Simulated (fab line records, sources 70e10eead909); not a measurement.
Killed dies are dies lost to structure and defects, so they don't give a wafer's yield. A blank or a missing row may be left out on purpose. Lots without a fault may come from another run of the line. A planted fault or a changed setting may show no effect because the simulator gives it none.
fab line records | flow nand_harc
record lots=7 wafers=21 last_day=24
route steps=1159 shown A_BLC@968 END@1159
lots that met no fault: from a run of the same line without faults
start_h: hours from the record's first day to the start of the lot's first wafer shown | wait_h: hours since the lot's step before | " the same as in the row above | L1.1+2: a row that stands for several wafers | - no value, or no start given | * or withheld: withheld | < > ~ a bound
route shown NAME@n: a module of which the file shows steps, and the number in the route of the first | usual: mean/standard deviation of fault-free wafers | same: alike in all rows | chamber/n: place in a boat | sites: the reading at each site | _std_site: their standard deviation | _edge_site: outer sites' mean less inner sites' | radius_mm: how far each site lies from the wafer's centre | mask NAME#n: copy n | behind: the tool/chamber that last shaped the wafer | hold: why the lot was held/for how many hours/how that ended | device: the transistor (n, p or np) that didn't switch | end of line: the same wafers' tests at the end of the route | a step without rows: its recipe alone | killed: dies lost to structure and defects at the first sort, not the wafer's yield | map: a wafer's dies, x killed, . not, _ none there
set.NAME: the setting as run; set.NAME@STEP: as run at that earlier step | model.NAME: the simulator's own value behind a step, which no gauge read
lots at some steps of the route; a table a step, a row a wafer
services: from which hour (start_h, from the record's first day; less than 0 if before it) a tool's chamber was out of use, for how many hours, and why
## steps
# step NHARC_A_BLC_COAT_04
# recipe spin_rpm=1500 resist_thk_nm=90
# step NHARC_A_BLC_SOFTBAKE_05
# recipe temp_c=105 time_s=55
# step NHARC_A_BLC_EBR_06
# step NHARC_A_BLC_EXPOSE_07
# recipe na=1.35 target_cd_nm=100 dose_mj=67.97 mask_id=A_BLC
# step NHARC_A_BLC_PEB_08
# recipe peb_temp_c=100 peb_time_s=65
# step NHARC_A_BLC_DEVELOP_09
# recipe develop_time_s=35 dev_temp_c=23
# step NHARC_A_BLC_CD_MEAS_10
# recipe target_cd_nm=100 landing_energy_ev=500
# usual cd_nm=100.0/0.52
# columns lot.wafer tool chamber start_h wait_h cd_nm
L355.2 cd_sem-02 0 404.95 - 100.7
L355.3 " 0 " " 99.7
L355.5 " 0 " " 99.9
L359.4 cd_sem-01 0 408.13 - 100.2
L359.5 " 0 " " 99.6
L359.6 " 0 " " 100.2
L369.2 cd_sem-02 0 469.95 - 99.9
L369.5 " 0 " " 99.9
L369.6 " 0 " " 100.4
L370.1 cd_sem-03 0 479.75 - 99.8
L370.2 " 0 " " 100.6
L370.6 " 0 " " 99.4
L372.4 cd_sem-03 0 488.91 - 100.1
L372.5 " 0 " " 100.6
L372.6 " 0 " " 100.4
L376.4 cd_sem-02 0 516.61 - 100.5
L376.5 " 0 " " 100.0
L376.6 " 0 " " 100.3
L378.2 cd_sem-02 0 529.87 - 99.9
L378.3 " 0 " " 100.7
L378.6 " 0 " " 99.4
# step NHARC_A_BLC_OVL_MEAS_11
# usual overlay_x_nm=0.0/0.8 overlay_y_nm=0.3/0.99
# columns lot.wafer tool chamber start_h wait_h overlay_x_nm overlay_y_nm
L355.2 overlay-02 - 405.03 - 1.5 -1.2
L355.3 " - " " 1.0 -0.5
L355.5 " - " " -0.1 -0.4
L359.4 overlay-01 - 408.23 - -2.0 -0.5
L359.5 " - " " -1.9 -0.7
L359.6 " - " " -2.5 -0.9
L369.2 overlay-01 - 470.04 - -0.2 -0.3
L369.5 " - " " 0.0 -0.1
L369.6 " - " " 0.1 -0.4
L370.1 overlay-01 - 479.83 - 0.3 1.1
L370.2 " - " " 0.3 0.6
L370.6 " - " " 0.2 0.7
L372.4 overlay-02 - 489.00 - 0.7 -0.3
L372.5 " - " " 1.0 -0.1
L372.6 " - " " 0.9 0.1
L376.4 overlay-02 - 516.69 - -0.6 1.0
L376.5 " - " " -0.6 1.4
L376.6 " - " " -0.5 1.3
L378.2 overlay-01 - 529.95 - 1.0 1.7
L378.3 " - " " 1.0 1.4
L378.6 " - " " 0.8 2.2
# step NHARC_A_BLC_INSPECT_12
# usual raw_defect_count=34/14
# columns lot.wafer tool chamber start_h wait_h raw_defect_count
L355.2 defect_inspect-01 - 405.07 0.0 10
L355.3 " - " " 13
L355.5 " - " " 12
L359.4 defect_inspect-01 - 408.26 0.0 38
L359.5 " - " " 26
L359.6 " - " " 33
L369.2 defect_inspect-01 - 470.08 0.0 37
L369.5 " - " " 23
L369.6 " - " " 25
L370.1 defect_inspect-02 - 479.87 0.0 57
L370.2 " - " " 66
L370.6 " - " " 52
L372.4 defect_inspect-01 - 489.03 0.0 29
L372.5 " - " " 33
L372.6 " - " " 51
L376.4 defect_inspect-02 - 516.73 0.0 41
L376.5 " - " " 34
L376.6 " - " " 41
L378.2 defect_inspect-02 - 529.99 0.0 44
L378.3 " - " " 52
L378.6 " - " " 48
# step NHARC_A_BLC_DESCUM_15
# recipe time_s=3 o2_flow_sccm=200 ar_flow_sccm=0 bias_power_w=0 chemistry=O2
# usual drypump_motor_current_A=5.7/0.51 oes_product_au=0.997/0.0068 rf_vpp_V=57.9/0.88 showerhead_plenum_p_Torr=1.91/0.086 throttle_valve_pct=11.310/0.0088
# columns lot.wafer tool chamber start_h wait_h drypump_motor_current_A oes_product_au rf_hours_counter_h rf_vpp_V showerhead_plenum_p_Torr throttle_valve_pct
L355.3 rie_diel-12 3 405.13 0.1 5.7 0.990 2 58.6 1.98 11.305
L355.2 " 2 " " 5.8 1.002 2 58.2 1.84 11.309
L355.5 " 3 " " 5.7 0.991 - 58.1 1.98 11.312
L359.5 rie_diel-05 2 408.36 0.1 6.2 0.985 - 58.6 2.02 11.297
L359.6 " 3 " " 5.6 1.008 - 57.2 1.77 11.316
L359.4 " 1 " " 5.4 0.997 - 56.9 1.84 11.324
L369.2 rie_diel-12 1 470.16 0.1 5.4 0.997 9 57.6 1.98 11.316
L369.5 " 2 " " 5.8 1.002 - 56.6 1.83 11.313
L369.6 " 3 " " 5.7 0.987 - 57.0 1.97 11.308
L370.1 rie_diel-05 2 479.93 0.1 6.3 0.992 14 58.4 2.01 11.305
L370.2 " 0 " " 5.3 0.994 13 57.9 1.91 11.306
L370.6 " 2 " " 6.3 0.997 - 57.6 2.01 11.306
L372.4 rie_diel-05 2 489.11 0.1 6.3 0.997 15 58.8 2.01 11.335
L372.6 " 0 " " 5.3 0.998 - 56.9 1.91 11.321
L372.5 " 1 " " 5.4 0.995 - 57.4 1.83 11.318
L376.4 rie_diel-12 0 516.79 0.1 6.7 0.997 12 58.0 1.84 11.312
L376.6 " 0 " " 6.7 0.989 - 57.2 1.84 11.322
L376.5 " 1 " " 5.4 0.997 - 57.6 1.98 11.318
L378.2 rie_diel-05 2 530.06 0.1 6.3 0.997 0 60.6 2.01 11.313
L378.3 " 0 " " 5.3 1.002 0 57.3 1.91 11.299
L378.6 " 1 " " 5.4 0.999 - 56.8 1.83 11.324
# step NHARC_A_BLC_ETCH_16
# recipe target_depth_a=390 over_etch_frac=0.3 time_s=65 ion_energy_ev=80 cf4_flow_sccm=150 ar_flow_sccm=0 rf_w=300 bias_w=100 chemistry=CF4
# usual bias_w=100.04/0.28 cf4_flow_sccm=150.1/0.42 drypump_motor_current_A=5.7/0.5 oes_product_au=0.998/0.0076 rf_vpp_V=151.2/1.2 showerhead_plenum_p_Torr=1.77/0.073 throttle_valve_pct=13.284/0.0092
# columns lot.wafer tool chamber start_h wait_h bias_w cf4_flow_sccm drypump_motor_current_A oes_product_au rf_hours_counter_h rf_vpp_V showerhead_plenum_p_Torr throttle_valve_pct
L355.2 rie_diel-12 2 405.22 0.1 99.69 150.6 5.8 0.998 2 150.5 1.70 13.273
L355.3 " 0 " " 99.25 149.5 6.7 0.989 2 151.6 1.71 13.311
L355.5 " 3 " " 100.52 149.7 5.8 0.987 - 151.6 1.82 13.291
L359.6 rie_diel-05 2 408.45 0.1 100.25 150.1 6.2 0.996 - 151.5 1.86 13.280
L359.5 " 3 " " 100.01 150.5 5.6 0.993 - 148.7 1.65 13.298
L359.4 " 1 " " 99.95 150.7 5.4 0.998 - 151.0 1.70 13.261
L369.2 rie_diel-12 0 470.22 0.1 100.32 150.6 6.7 0.997 8 149.9 1.71 13.274
L369.6 " 0 " " 100.08 150.7 6.7 0.995 - 150.2 1.71 13.272
L369.5 " 1 " " 99.49 150.0 5.5 0.991 - 152.4 1.82 13.269
L370.2 rie_diel-05 2 480.03 0.1 99.86 149.9 6.2 1.013 14 152.2 1.85 13.282
L370.1 " 3 " " 100.43 150.4 5.6 1.000 14 148.5 1.65 13.290
L370.6 " 1 " " 100.23 150.2 5.4 1.009 - 151.2 1.70 13.273
L372.4 rie_diel-05 2 489.19 0.1 99.80 149.9 6.2 1.004 15 152.3 1.85 13.277
L372.5 " 0 " " 99.81 150.6 5.3 0.991 - 150.8 1.77 13.284
L372.6 " 1 " " 99.51 149.8 5.4 1.001 - 150.2 1.70 13.280
L376.4 rie_diel-12 0 516.88 0.1 99.88 150.2 6.7 0.994 12 149.9 1.71 13.267
L376.6 " 2 " " 99.87 149.7 5.8 1.016 - 150.6 1.70 13.281
L376.5 " 3 " " 100.37 149.2 5.7 1.004 - 152.0 1.82 13.287
L378.3 rie_diel-05 2 530.14 0.1 100.44 150.3 6.2 1.003 0 152.0 1.85 13.289
L378.2 " 3 " " 100.15 150.5 5.6 1.009 0 149.6 1.64 13.303
L378.6 " 1 " " 99.99 149.9 5.4 1.007 - 151.3 1.70 13.279
# step NHARC_A_BLC_ETCH_17
# recipe target_depth_a=3900 over_etch_frac=0.25 time_s=609.38 ion_energy_ev=200 n2_flow_sccm=150 h2_flow_sccm=150 ar_flow_sccm=0 rf_w=400 bias_w=150 chemistry=N2/H2
# usual bias_w=150.0/0.43 chamber_pressure_mTorr=30.004/0.027 drypump_motor_current_A=5.7/0.5 oes_product_au=0.997/0.0075 rf_vpp_V=430.5/2.6 showerhead_plenum_p_Torr=2.04/0.094 throttle_valve_pct=14.172/0.01
# columns lot.wafer tool chamber start_h wait_h bias_w chamber_pressure_mTorr drypump_motor_current_A oes_product_au rf_hours_counter_h rf_vpp_V showerhead_plenum_p_Torr throttle_valve_pct
L355.2 rie_diel-12 2 - - 149.4 29.988 5.8 0.993 2 428.7 1.95 14.159
L355.3 " 3 " " 150.0 30.026 5.7 0.993 2 433.1 2.11 14.156
L355.5 " 1 " " 149.5 29.980 5.5 0.989 - 432.4 2.11 14.164
L359.5 rie_diel-05 1 - - 150.5 30.053 5.4 1.002 - 427.7 1.96 14.178
L359.4 " 2 " " 150.1 30.050 6.3 0.991 - 433.7 2.15 14.169
L359.6 " 3 " " 149.5 29.974 5.6 0.998 - 425.6 1.89 14.171
L369.2 rie_diel-12 3 - - 149.9 29.982 5.7 0.990 11 432.6 2.11 14.185
L369.6 " 1 " " 149.6 30.025 5.4 1.009 - 432.2 2.11 14.191
L369.5 " 2 " " 149.8 30.006 5.8 1.006 - 428.0 1.95 14.186
L370.1 rie_diel-05 2 - - 150.6 30.075 6.3 0.998 14 432.5 2.15 14.164
L370.2 " 3 " " 150.2 29.977 5.7 0.995 14 426.8 1.88 14.167
L370.6 " 2 " " 150.3 30.022 6.2 0.993 - 434.4 2.15 14.150
L372.4 rie_diel-05 1 - - 150.5 30.039 5.4 0.987 15 427.0 1.95 14.160
L372.5 " 0 " " 150.2 29.964 5.3 0.996 - 431.1 2.04 14.173
L372.6 " 1 " " 149.8 30.016 5.4 0.995 - 428.3 1.95 14.176
L376.4 rie_diel-12 2 - - 149.5 30.006 5.8 1.006 13 429.0 1.95 14.149
L376.5 " 1 " " 150.3 30.023 5.4 1.001 - 431.9 2.11 14.188
L376.6 " 2 " " 149.1 29.992 5.8 1.009 - 428.3 1.95 14.172
L378.2 rie_diel-05 2 - - 149.6 29.993 6.3 1.009 0 432.9 2.15 14.156
L378.3 " 3 " " 150.0 29.973 5.6 1.005 0 427.3 1.88 14.180
L378.6 " 0 " " 149.9 29.960 5.3 1.001 - 430.3 2.04 14.184
# step NHARC_A_BLC_ETCH_18
# recipe target_depth_a=9100 c4f8_flow_sccm=20 o2_flow_sccm=10 ar_flow_sccm=withheld rf_w=600 bias_w=1500 chemistry=C4F8/O2/Ar
# usual bias_w=1499/4.1 chamber_pressure_mTorr=24.999/0.021 oes_product_au=0.946/0.021 rf_vpp_V=978/5.9
# columns lot.wafer tool chamber start_h wait_h bias_w chamber_pressure_mTorr oes_product_au rf_hours_counter_h rf_vpp_V
L355.2 rie_diel-12 2 405.74 - 1513 24.980 0.974 2 973
L355.3 " 1 " " 1505 25.006 0.988 2 981
L355.5 " 3 " " 1497 24.988 0.957 - 982
L359.5 rie_diel-05 2 409.28 - 1498 24.997 0.960 - 985
L359.4 " 3 " " 1498 25.002 0.968 - 968
L359.6 " 1 " " 1494 24.982 0.962 - 973
L369.2 rie_diel-12 2 470.77 - - - - - -
L369.6 " 1 " " - - - - -
L369.5 " 2 " " - - - - -
L370.1 rie_diel-05 3 480.59 - - - - - -
L370.2 " 0 " " - - - - -
L370.6 " 0 " " - - - - -
L372.4 rie_diel-05 1 489.74 - - - - - -
L372.5 " 0 " " - - - - -
L372.6 " 1 " " - - - - -
L376.4 rie_diel-12 3 517.45 - 1498 24.995 0.922 15 982
L376.6 " 1 " " 1494 24.992 0.929 - 983
L376.5 " 2 " " 1502 25.013 0.924 - 972
L378.3 rie_diel-05 0 530.69 - 1501 25.003 0.967 0 979
L378.2 " 1 " " 1509 25.006 0.958 1 973
L378.6 " 0 " " 1499 24.982 0.974 - 979
# step NHARC_A_BLC_CD_MEAS_19
# usual cd_nm=100.2/1.5
# columns lot.wafer tool chamber start_h wait_h cd_nm
L355.2 cd_sem-01 - 406.11 - 99.5
L355.3 " - " " 99.4
L355.5 " - " " 101.3
L359.4 cd_sem-02 - 409.58 - 101.5
L359.5 " - " " 100.1
L359.6 " - " " 100.4
L369.2 cd_sem-01 - 471.10 - 99.9
L369.5 " - " " 100.9
L369.6 " - " " 101.2
L370.1 cd_sem-01 - 480.97 - 99.7
L370.2 " - " " 98.7
L370.6 " - " " 100.1
L372.4 cd_sem-01 - 490.07 - 100.4
L372.5 " - " " 101.7
L372.6 " - " " 100.4
L376.4 cd_sem-03 - 517.75 - 100.2
L376.5 " - " " 99.7
L376.6 " - " " 97.8
L378.2 cd_sem-03 - 531.03 - 100.9
L378.3 " - " " 98.8
L378.6 " - " " 101.3
# step NHARC_END_SORT_01
# recipe temp_c=25
# usual killed_at_array=26/9.6 killed_at_other=0.7/0.92 killed_at_periphery=3.8/2.7 killed_dies=31/10 killed_open=3.3/1.7 killed_short=1.8/1.3
# same gross_dies=677
# columns lot.wafer tool chamber start_h wait_h hold killed_at_array killed_at_other killed_at_periphery killed_dies killed_open killed_short
L355.2 prober-01 0 460.45 2.8 - 12 0 3 15 3 2
L355.3 prober-01 0 461.26 3.1 - 15 0 4 19 4 2
L355.5 prober-01 0 462.88 3.7 - 12 0 4 16 4 2
L359.4 prober-02 0 462.20 3.4 - 28 0 1 29 5 1
L359.5 prober-02 0 463.01 3.8 - 23 0 3 26 3 1
L359.6 prober-02 0 463.83 4.1 - 33 2 2 37 1 1
L369.2 prober-02 0 522.86 2.8 await_dispo/3.0h/scrap 672 1 4 677 4 2
L369.5 prober-02 0 525.30 3.8 await_dispo/3.0h/scrap 674 1 2 677 4 1
L369.6 prober-02 0 526.11 4.1 await_dispo/3.0h/scrap 675 0 2 677 2 0
L370.1 prober-01 0 534.50 2.5 await_dispo/2.1h/scrap 675 1 1 677 2 3
L370.2 prober-01 0 535.29 2.8 await_dispo/2.1h/scrap 674 0 3 677 2 2
L370.6 prober-01 0 538.48 4.0 await_dispo/2.1h/scrap 673 1 3 677 4 1
L372.4 prober-01 0 547.12 3.4 await_dispo/2.8h/scrap 662 1 14 677 7 5
L372.5 prober-01 0 547.93 3.7 await_dispo/2.8h/scrap 667 1 9 677 4 1
L372.6 prober-01 0 548.73 4.0 await_dispo/2.8h/scrap 664 1 12 677 4 0
L376.4 prober-02 0 563.31 3.4 - 38 0 1 39 4 3
L376.5 prober-02 0 564.11 3.7 - 29 1 1 31 1 5
L376.6 prober-02 0 564.92 4.0 - 39 1 4 44 5 2
L378.2 prober-02 0 576.02 2.8 - 29 0 3 32 6 1
L378.3 prober-02 0 576.82 3.1 - 40 0 2 42 4 2
L378.6 prober-02 0 579.23 4.0 - 30 0 2 32 2 2
# killed by level:class
L355.2 A_STAIRCASE:chamber_film_flake=4 A_CONTACT:geometric_particle:open=2 A_CHANNEL_HOLE_D1:chamber_film_flake=2 A_CONTACT:chamber_film_flake=2 P_CONTACT:geometric_particle:open=1 A_BLC:geometric_particle:short=1 A_M1:geometric_particle:short=1 P_STI:chamber_film_flake=1
L355.3 A_STAIRCASE:chamber_film_flake=4 A_CONTACT:chamber_film_flake=4 A_CHANNEL_FILL_D1:chamber_film_flake=2 P_GATE:geometric_particle:open=1 A_SOURCE_PLATE:geometric_particle:open=1 A_ONON_D1:geometric_particle:short=1 A_CHANNEL_HOLE_D1:geometric_particle:open=1 A_CHANNEL_FILL_D1:geometric_particle:short=1
L359.4 A_CHANNEL_HOLE_D1:chamber_film_flake=15 A_SLIT:chamber_film_flake=5 A_WL_FILL:geometric_particle:open=2 P_M0:geometric_particle:open=1 A_WL_FILL:geometric_particle:short=1 A_CONTACT:geometric_particle:open=1 A_M0:geometric_particle:open=1 A_STAIRCASE:chamber_film_flake=1
L355.5 A_STAIRCASE:chamber_film_flake=4 A_CONTACT:chamber_film_flake=3 P_CONTACT:geometric_particle:open=2 A_CHANNEL_FILL_D1:geometric_particle:short=2 A_BLC:geometric_particle:open=1 A_M0:geometric_particle:open=1 P_STI:chamber_film_flake=1 P_M0:chamber_film_flake=1
L359.5 A_CHANNEL_HOLE_D1:chamber_film_flake=15 A_SLIT:chamber_film_flake=5 A_STAIRCASE:chamber_film_flake=2 P_GATE:geometric_particle:open=1 P_CONTACT:geometric_particle:open=1 P_M0:geometric_particle:open=1 A_ONON_D1:geometric_particle:short=1
L359.6 A_CHANNEL_HOLE_D1:chamber_film_flake=21 A_SLIT:chamber_film_flake=6 A_M0:chamber_film_flake=2 THIN_TSV:chamber_film_flake=2 A_WL_FILL:geometric_particle:open=1 A_CONTACT:geometric_particle:short=1 P_GATE:chamber_film_flake=1 P_BONDPAD:chamber_film_flake=1
L369.2 A_BLC:area_etch=640 A_CHANNEL_HOLE_D1:chamber_film_flake=13 A_CHANNEL_FILL_D1:chamber_film_flake=4 A_STAIRCASE:chamber_film_flake=4 A_CONTACT:chamber_film_flake=3 P_BONDPAD:chamber_film_flake=2 A_BONDPAD:chamber_film_flake=2 P_GATE:geometric_particle:open=1
L369.5 A_BLC:area_etch=651 A_CHANNEL_HOLE_D1:chamber_film_flake=8 A_CONTACT:chamber_film_flake=5 A_CHANNEL_FILL_D1:chamber_film_flake=3 A_STAIRCASE:chamber_film_flake=3 P_GATE:geometric_particle:open=1 P_M0:geometric_particle:open=1 A_CONTACT:geometric_particle:open=1
L369.6 A_BLC:area_etch=652 A_CHANNEL_HOLE_D1:chamber_film_flake=8 A_CHANNEL_FILL_D1:chamber_film_flake=4 A_STAIRCASE:chamber_film_flake=4 A_CONTACT:chamber_film_flake=4 A_BONDPAD:chamber_film_flake=2 P_GATE:geometric_particle:open=1 P_CONTACT:geometric_particle:open=1
L370.1 A_BLC:area_etch=634 A_CHANNEL_HOLE_D1:chamber_film_flake=20 A_SLIT:chamber_film_flake=8 A_CHANNEL_FILL_D1:chamber_film_flake=3 A_ZERO_WELL:chamber_film_flake=2 A_CONTACT:chamber_film_flake=2 A_ONON_D1:geometric_particle:open=1 A_CHANNEL_FILL_D1:geometric_particle:short=1
L370.2 A_BLC:area_etch=631 A_CHANNEL_HOLE_D1:chamber_film_flake=21 A_SLIT:chamber_film_flake=11 A_STAIRCASE:chamber_film_flake=7 P_CONTACT:geometric_particle:open=1 P_M1:geometric_particle:open=1 A_ONON_D1:geometric_particle:short=1 A_BLC:geometric_particle:short=1
L370.6 A_BLC:area_etch=637 A_CHANNEL_HOLE_D1:chamber_film_flake=15 A_SLIT:chamber_film_flake=11 A_STAIRCASE:chamber_film_flake=3 A_CONTACT:geometric_particle:open=2 A_CONTACT:chamber_film_flake=2 P_M1:geometric_particle:open=1 A_WL_FILL:geometric_particle:short=1
L372.4 A_BLC:area_etch=634 A_CHANNEL_HOLE_D1:chamber_film_flake=14 P_CONTACT:chamber_film_flake=7 P_STI:chamber_film_flake=5 A_CONTACT:geometric_particle:open=3 A_CHANNEL_FILL_D1:geometric_particle:open=2 A_CONTACT:chamber_film_flake=2 P_M2:geometric_particle:short=1
L372.5 A_BLC:area_etch=634 A_CHANNEL_HOLE_D1:chamber_film_flake=20 P_STI:chamber_film_flake=6 A_CONTACT:chamber_film_flake=6 P_CONTACT:chamber_film_flake=2 A_ONON_D1:geometric_particle:open=1 A_CHANNEL_FILL_D1:geometric_particle:open=1 A_WL_FILL:geometric_particle:open=1
L372.6 A_BLC:area_etch=621 A_CHANNEL_HOLE_D1:chamber_film_flake=31 P_CONTACT:chamber_film_flake=7 P_STI:chamber_film_flake=4 A_CONTACT:geometric_particle:open=3 A_STAIRCASE:chamber_film_flake=3 A_CONTACT:chamber_film_flake=2 P_M0:geometric_particle:open=1
L376.4 A_CHANNEL_HOLE_D1:chamber_film_flake=25 A_CONTACT:chamber_film_flake=4 A_ONON_D1:geometric_particle:short=2 P_M0:geometric_particle:open=1 A_ONON_D1:geometric_particle:open=1 A_CHANNEL_FILL_D1:geometric_particle:short=1 A_CONTACT:geometric_particle:open=1 A_BLC:geometric_particle:open=1
L376.5 A_CHANNEL_HOLE_D1:chamber_film_flake=18 A_WL_FILL:chamber_film_flake=3 A_CONTACT:chamber_film_flake=3 A_CHANNEL_FILL_D1:geometric_particle:short=2 P_GATE:geometric_particle:short=1 A_SOURCE_PLATE:geometric_particle:open=1 A_CHANNEL_HOLE_D1:geometric_particle:short=1 A_WL_FILL:geometric_particle:short=1
L376.6 A_CHANNEL_HOLE_D1:chamber_film_flake=26 A_CONTACT:geometric_particle:open=2 A_CHANNEL_FILL_D1:chamber_film_flake=2 A_WL_FILL:chamber_film_flake=2 A_CONTACT:chamber_film_flake=2 P_CONTACT:geometric_particle:short=1 A_ONON_D1:geometric_particle:open=1 A_CHANNEL_FILL_D1:geometric_particle:open=1
L378.2 A_SLIT:chamber_film_flake=14 A_CHANNEL_HOLE_D1:chamber_film_flake=7 A_BLC:geometric_particle:open=3 P_M0:geometric_particle:open=1 A_WL_FILL:geometric_particle:open=1 A_BLC:geometric_particle:short=1 A_M0:geometric_particle:open=1 P_STI:chamber_film_flake=1
L378.3 A_SLIT:chamber_film_flake=16 A_CHANNEL_HOLE_D1:chamber_film_flake=9 A_CONTACT:chamber_film_flake=4 A_BLC:chamber_film_flake=4 A_WL_FILL:geometric_particle:short=2 A_STAIRCASE:chamber_film_flake=2 P_M1:geometric_particle:open=1 A_ONON_D1:geometric_particle:open=1
L378.6 A_SLIT:chamber_film_flake=13 A_CHANNEL_HOLE_D1:chamber_film_flake=8 A_CONTACT:chamber_film_flake=3 A_SOURCE_PLATE:geometric_particle:short=1 A_CONTACT:geometric_particle:short=1 A_CONTACT:geometric_particle:open=1 A_M0:geometric_particle:open=1 P_ZERO_WELL:chamber_film_flake=1
# map L369.2 (x killed, . not)
____________x____________
_________xxxxxxx_________
_______xxxxxxxxxxx_______
______xxxxxxxxxxxxx______
_____xxxxxxxxxxxxxxx_____
____xxxxxxxxxxxxxxxxx____
____xxxxxxxxxxxxxxxxx____
___xxxxxxxxxxxxxxxxxxx___
___xxxxxxxxxxxxxxxxxxx___
__xxxxxxxxxxxxxxxxxxxxx__
__xxxxxxxxxxxxxxxxxxxxx__
_xxxxxxxxxxxxxxxxxxxxxxx_
_xxxxxxxxxxxxxxxxxxxxxxx_
_xxxxxxxxxxxxxxxxxxxxxxx_
_xxxxxxxxxxxxxxxxxxxxxxx_
_xxxxxxxxxxxxxxxxxxxxxxx_
xxxxxxxxxxxxxxxxxxxxxxxxx
xxxxxxxxxxxxxxxxxxxxxxxxx
xxxxxxxxxxxxxxxxxxxxxxxxx
xxxxxxxxxxxxxxxxxxxxxxxxx
xxxxxxxxxxxxxxxxxxxxxxxxx
_xxxxxxxxxxxxxxxxxxxxxxx_
_xxxxxxxxxxxxxxxxxxxxxxx_
_xxxxxxxxxxxxxxxxxxxxxxx_
_xxxxxxxxxxxxxxxxxxxxxxx_
_xxxxxxxxxxxxxxxxxxxxxxx_
__xxxxxxxxxxxxxxxxxxxxx__
__xxxxxxxxxxxxxxxxxxxxx__
___xxxxxxxxxxxxxxxxxxx___
___xxxxxxxxxxxxxxxxxxx___
____xxxxxxxxxxxxxxxxx____
____xxxxxxxxxxxxxxxxx____
_____xxxxxxxxxxxxxxx_____
______xxxxxxxxxxxxx______
_______xxxxxxxxxxx_______
_________xxxxxxx_________
____________x____________
# map L370.1 (x killed, . not)
____________x____________
_________xxxxxxx_________
_______xxxxxxxxxxx_______
______xxxxxxxxxxxxx______
_____xxxxxxxxxxxxxxx_____
____xxxxxxxxxxxxxxxxx____
____xxxxxxxxxxxxxxxxx____
___xxxxxxxxxxxxxxxxxxx___
___xxxxxxxxxxxxxxxxxxx___
__xxxxxxxxxxxxxxxxxxxxx__
__xxxxxxxxxxxxxxxxxxxxx__
_xxxxxxxxxxxxxxxxxxxxxxx_
_xxxxxxxxxxxxxxxxxxxxxxx_
_xxxxxxxxxxxxxxxxxxxxxxx_
_xxxxxxxxxxxxxxxxxxxxxxx_
_xxxxxxxxxxxxxxxxxxxxxxx_
xxxxxxxxxxxxxxxxxxxxxxxxx
xxxxxxxxxxxxxxxxxxxxxxxxx
xxxxxxxxxxxxxxxxxxxxxxxxx
xxxxxxxxxxxxxxxxxxxxxxxxx
xxxxxxxxxxxxxxxxxxxxxxxxx
_xxxxxxxxxxxxxxxxxxxxxxx_
_xxxxxxxxxxxxxxxxxxxxxxx_
_xxxxxxxxxxxxxxxxxxxxxxx_
_xxxxxxxxxxxxxxxxxxxxxxx_
_xxxxxxxxxxxxxxxxxxxxxxx_
__xxxxxxxxxxxxxxxxxxxxx__
__xxxxxxxxxxxxxxxxxxxxx__
___xxxxxxxxxxxxxxxxxxx___
___xxxxxxxxxxxxxxxxxxx___
____xxxxxxxxxxxxxxxxx____
____xxxxxxxxxxxxxxxxx____
_____xxxxxxxxxxxxxxx_____
______xxxxxxxxxxxxx______
_______xxxxxxxxxxx_______
_________xxxxxxx_________
____________x____________
## services
# columns tool chamber start_h hours kind
rie_diel-12 - 390.11 1.8 repair
rie_diel-05 0 398.60 - clean
rie_diel-05 1 398.60 - clean
rie_diel-05 2 398.60 - clean
rie_diel-05 3 398.60 - clean
rie_diel-05 0 407.06 5.7 repair
rie_diel-12 - 413.23 0.4 repair
rie_diel-05 0 423.10 - clean
rie_diel-05 1 423.10 - clean
rie_diel-05 2 423.10 - clean
rie_diel-05 3 423.10 - clean
rie_diel-12 0 430.89 16.2 repair
rie_diel-05 0 447.60 - clean
rie_diel-05 1 447.60 - clean
rie_diel-05 2 447.60 - clean
rie_diel-05 3 447.60 - clean
rie_diel-05 0 472.10 - clean
rie_diel-05 1 472.10 - clean
rie_diel-05 2 472.10 - clean
rie_diel-05 3 472.10 - clean
rie_diel-05 1 493.70 6.0 repair
rie_diel-05 0 496.60 - clean
rie_diel-05 2 496.60 - clean
rie_diel-05 - 517.60 9.0 pm
## key
first_sign step=NHARC_A_BLC_ETCH_18 reading=tool_record direction=missing
effect step=NHARC_END_SORT_01 reading=killed_at_array direction=up sigmas=67 usual=26 struck=671
more_kills_born_at NHARC_A_BLC_ETCH_18@rie_diel-05=3791 NHARC_A_BLC_ETCH_18@rie_diel-12=1943
met_at NHARC_A_BLC_ETCH_18
struck_wafers L369.2,L369.5,L369.6,L370.1,L370.2,L370.6,L372.4,L372.5,L372.6
later_rows_left_out L369.2,L369.5,L369.6,L370.1,L370.2,L370.6,L372.4,L372.5,L372.6
tester_left_out L369,L370,L372
onset_between 409.28 470.77
fault kind=skipped_step_whole tool=rie_diel-05,rie_diel-12 chamber=- onset_h=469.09 steps=NHARC_A_BLC_ETCH_18 scope=struck_lots_only
# tester_left_out: of these lots the tester's yield and bins aren't shown, on N5 and GAA mostly nor the transistor test; their killed dies are dies lost to structure and defects alone, not to doping, threshold or leakage, so they don't give the yield
# later_rows_left_out: the simulator's readings of these wafers behind a module that went badly wrong aren't trusted and aren't shown, but for the sort
